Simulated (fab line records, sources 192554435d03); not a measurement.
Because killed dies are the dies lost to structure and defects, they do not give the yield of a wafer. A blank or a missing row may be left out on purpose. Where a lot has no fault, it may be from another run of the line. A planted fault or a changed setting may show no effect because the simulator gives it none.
Chamber matching || flow n5_finfet || 4 sister chambers for N5_BEOL_M4_VIA_ETCH_34 on rie_diel-04
The step etches the open film in C4F6/O2, target depth 69.4 nm, time 65.9 s. 4 wafers are shown with their chamber, then 8 later ones without.

== WAFERS PAIRED WITH THEIR CHAMBERS ==
{"wafer": "L089.1", "chamber": 2, "showerhead_plenum_p_Torr (Torr)": 2.91}
{"wafer": "L089.5", "chamber": 0, "showerhead_plenum_p_Torr (Torr)": 3.05}
{"wafer": "L089.6", "chamber": 3, "showerhead_plenum_p_Torr (Torr)": 2.79}
{"wafer": "L093.1", "chamber": 1, "showerhead_plenum_p_Torr (Torr)": 2.68}

== WAFERS WITH NO CHAMBER GIVEN ==
{"wafer": "L093.4", "showerhead_plenum_p_Torr (Torr)": 2.79}
{"wafer": "L093.6", "showerhead_plenum_p_Torr (Torr)": 2.91}
{"wafer": "L096.1", "showerhead_plenum_p_Torr (Torr)": 2.78}
{"wafer": "L096.4", "showerhead_plenum_p_Torr (Torr)": 2.68}
{"wafer": "L096.5", "showerhead_plenum_p_Torr (Torr)": 2.78}
{"wafer": "L097.1", "showerhead_plenum_p_Torr (Torr)": 2.91}
{"wafer": "L097.5", "showerhead_plenum_p_Torr (Torr)": 3.04}
{"wafer": "L097.6", "showerhead_plenum_p_Torr (Torr)": 2.78}

== EACH ONE'S CHAMBER ==
{"wafer": "L093.4", "from the rows above": 3, "in truth": 3}
{"wafer": "L093.6", "from the rows above": 2, "in truth": 2}
{"wafer": "L096.1", "from the rows above": 3, "in truth": 3}
{"wafer": "L096.4", "from the rows above": 1, "in truth": 1}
{"wafer": "L096.5", "from the rows above": 3, "in truth": 3}
{"wafer": "L097.1", "from the rows above": 2, "in truth": 2}
{"wafer": "L097.5", "from the rows above": 0, "in truth": 0}
{"wafer": "L097.6", "from the rows above": 3, "in truth": 3}
Correctly placed: 8 of 8. Left unplaced by these rows: 0. Placed wrongly: 0.
How it was worked out, from the rows above alone: a wafer's distance from a chamber is the root of the sum, over the readings, of the square of ((its reading less the chamber's mean) divided by the reading's scatter). The wafer belongs to the nearest chamber; if the next one is less than 2 further off, it can't be placed. Each chamber's mean is taken over the wafers shown for it. The scatter: with one shown wafer a chamber, the root of the mean of the squares of how far each hidden wafer lies from its nearest shown one.
